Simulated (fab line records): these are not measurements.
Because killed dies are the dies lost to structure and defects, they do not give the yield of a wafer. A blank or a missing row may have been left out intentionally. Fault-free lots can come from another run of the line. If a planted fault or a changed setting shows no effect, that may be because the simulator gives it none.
Struck lot and sound lot, side by side / flow n5Finfet / 38 steps out of a route of 1938
Sound: the wafers L819.2, L819.4, L819.5. Struck: wafer L813.6; the same lot's L813.1 was not struck, so it is left out; see the end for the cause.
For every step that has rows: the tool of each side, followed by ch and its chambers, followed by its first start. Under that, the readings that differ: sound wafers / struck wafers / difference of the means / sigmas: that difference in standard deviations of wafers without a fault.
alike: a reading whose means differ by less than 2 such deviations, as well as words and numbers matching on both sides. not compared: withheld readings; readings where some wafer has no value; bounds like >300 that might hide an equal value; numbers whose values overlap and for which the record gives no deviation.
The two part at a step that has a row with sigmas, a row that says differs or no value, or rows on one side only. Numbers that don't overlap but have no deviation are shown without sigmas and don't part them. A reading that every wafer of one side lacks parts them only if that side has two wafers or more.

first, 10 steps without rows for these wafers: N5_MOL_CONTACT_COAG_SPUTTER_143 (material Co, target thk 2.5 nm); N5_MOL_CONTACT_COAG_CO_FILL_22 (material Co, precursor CCTBA/H2, target thk 20 nm); N5_MOL_CONTACT_COAG_ANNEAL_113 (time 300 s); N5_MOL_CONTACT_COAG_PRE_CLEAN_142 (time 60 s); N5_MOL_CONTACT_COAG_SPUTTER_130 (material Co, target thk 47.5 nm); N5_MOL_CONTACT_COAG_PRECLEAN_125 (cleans in DIW, time 57.5 s); N5_MOL_CONTACT_COAG_SRD_126 (dry time 32 s); N5_MOL_CONTACT_COAG_CMP_23 (polishes, stops on SiO2, t overpolish 1.5 s, target thk 0 nm); N5_MOL_CONTACT_COAG_WET_ETCH_26 (target Co, target depth 13 nm); N5_MOL_CONTACT_COAG_WET_ETCH_116 (etches the open film in SC1-inhibited, target depth 4.6 nm, rinse time 30 s).
N5_MOL_CONTACT_COAG_ALD_27: deposits SiOC, target thk 17 nm, pulse time 1.5 s, time 2720 s.
  sound on aldSin-04 ch 0,2,3, day 9 04:56; struck on aldSin-01 ch 2, day 7 21:31
reading=aldCycles; sound=340 340 340; struck=262; difference=-78; sigmas=
reading=runLengthS (s); sound=2769.0 2770.3 2769.6; struck=2145.3; difference=-624.3; sigmas=-99 or more
reading=timeS (s); sound=2720 2720 2720; struck=2096; difference=-624; sigmas=
reading=model.SiOC_of_MOL_CONTACT_COAG_ALD_27.thkNm (nm); sound=17 17 17.2; struck=13; difference=-4; sigmas=
  alike: heaterPowerW, precursorPulseHeightRel
then, 25 steps without rows for these wafers: N5_MOL_CONTACT_COAG_CMP_28 (polishes, stops on SiNx, t overpolish 0.85 s, target thk 14.522 nm); N5_MOL_CONTACT_COAG_ALD_123 (deposits SiNx, target thk 5 nm, pulse time 1 s, purge time 2 s); N5_MOL_CONTACT_COAG_PECVD_31 (deposits SiO2 from TEOS/O2, target thk 46 nm, time 8.9 s); N5_MOL_CONTACT_COAG_COAT_75 (time 60 s, resist thk 60 nm); N5_MOL_CONTACT_COAG_COAT_76 (time 60 s, resist thk 10 nm); N5_MOL_CONTACT_COAG_COAT_77 (time 60 s, resist thk 10 nm); N5_MOL_CONTACT_COAG_COAT_78 (resist thk 40 nm); N5_MOL_CONTACT_COAG_EBR_80; N5_MOL_CONTACT_COAG_SOFTBAKE_79 (time 60 s); N5_MOL_CONTACT_COAG_EXPOSE_81 (exposes mask VG, defocus 0 nm); N5_MOL_CONTACT_COAG_PEB_82 (peb time 60 s); N5_MOL_CONTACT_COAG_DEVELOP_83 (develop time 30 s); N5_MOL_CONTACT_COAG_DESCUM_88 (chemistry O2, time 7 s); N5_MOL_CONTACT_COAG_ETCH_89 (etches underlayer in N2/H2, target depth 13 nm, time 10.4 s); N5_MOL_CONTACT_COAG_ETCH_90 (etches SiARC in CF4, target depth 13 nm, time 21.7 s); N5_MOL_CONTACT_COAG_ALD_131 (deposits SiO2, target thk 5 nm, pulse time 1 s, co reactant pulse time 1 s); N5_MOL_CONTACT_COAG_ETCHBACK_132 (etches SiO2 in CHF3, target depth 10 nm, time 6.7 s); N5_MOL_CONTACT_COAG_ETCH_91 (etches SOC in N2/H2, target depth 60 nm, overetch 21 nm, time 101.2 s); N5_MOL_CONTACT_COAG_STRIP_92 (strips in N2/H2); N5_MOL_CONTACT_COAG_STRIP_93 (strips in N2/H2); N5_MOL_CONTACT_COAG_ETCHBACK_135 (etches SiO2 in CHF3, target depth 25 nm, time 16.7 s); N5_MOL_CONTACT_COAG_STRIP_118 (strips in CHF3); N5_MOL_CONTACT_COAG_VIA_ETCH_46 (etches SiO2 in C4F6/O2, target depth 46 nm, overetch 9.2 nm, time 40 s); N5_MOL_CONTACT_COAG_STRIP_96 (strips in N2/H2); N5_MOL_CONTACT_COAG_ETCH_47 (etches SiNx in CH3F/O2, stops on W, target depth 27 nm).
N5_MOL_CONTACT_COAG_ETCH_48: etches SiOC in C4F6/O2, target depth 15 nm, overetch 4.5 nm, time 17 s.
  sound on rieDiel-06 ch 0,1,3, day 9 10:16; struck on rieDiel-01 ch 3, day 8 02:34
reading=throttleValvePct (%); sound=40.7 40.2 40.4; struck=41.6; difference=+1.2; sigmas=+3
reading=model.etch.depthNm (nm); sound=14.68 13.17 14.75; struck=13.03; difference=-1.17; sigmas=
  alike: drypumpMotorCurrentA, oesProductAu, rfFwdPowerW, rfVppV, showerheadPlenumPTorr
  not compared: rfHoursCounterH
-- the record jumps here: 3 days lie between the struck wafers' starts before and after (it left off in module MOL_CONTACT_COAG and takes up again in module BEOL_M4, whose first step shown is number 1111 of the route) --
N5_BEOL_M4_RC_MEAS_101:
  sound on prober-01 ch 0, day 12 12:02; struck on prober-01 ch 0, day 11 05:16
reading=IOFF_N (nA/um); sound=0.170 0.097 0.127; struck=0.188; difference=+0.057; sigmas=+2
reading=ION_N (uA/um); sound=676 646 657; struck=684; difference=+24; sigmas=+2
reading=SS_N (mV/dec); sound=71.2 70.9 71.2; struck=72.5; difference=+1.4; sigmas=+3
  alike: DIBL_N, DIBL_P, IOFF_P, ION_P, SS_P, VT_N, VT_P

## WHERE THEY PART
Earliest at N5_MOL_CONTACT_COAG_ALD_27; latest, in this record, at N5_BEOL_M4_RC_MEAS_101.

WHY: whatever the simulator had introduced
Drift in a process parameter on aldSin-01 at N5_MOL_CONTACT_COAG_ALD_27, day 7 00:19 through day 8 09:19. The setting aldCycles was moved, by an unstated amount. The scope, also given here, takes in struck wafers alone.
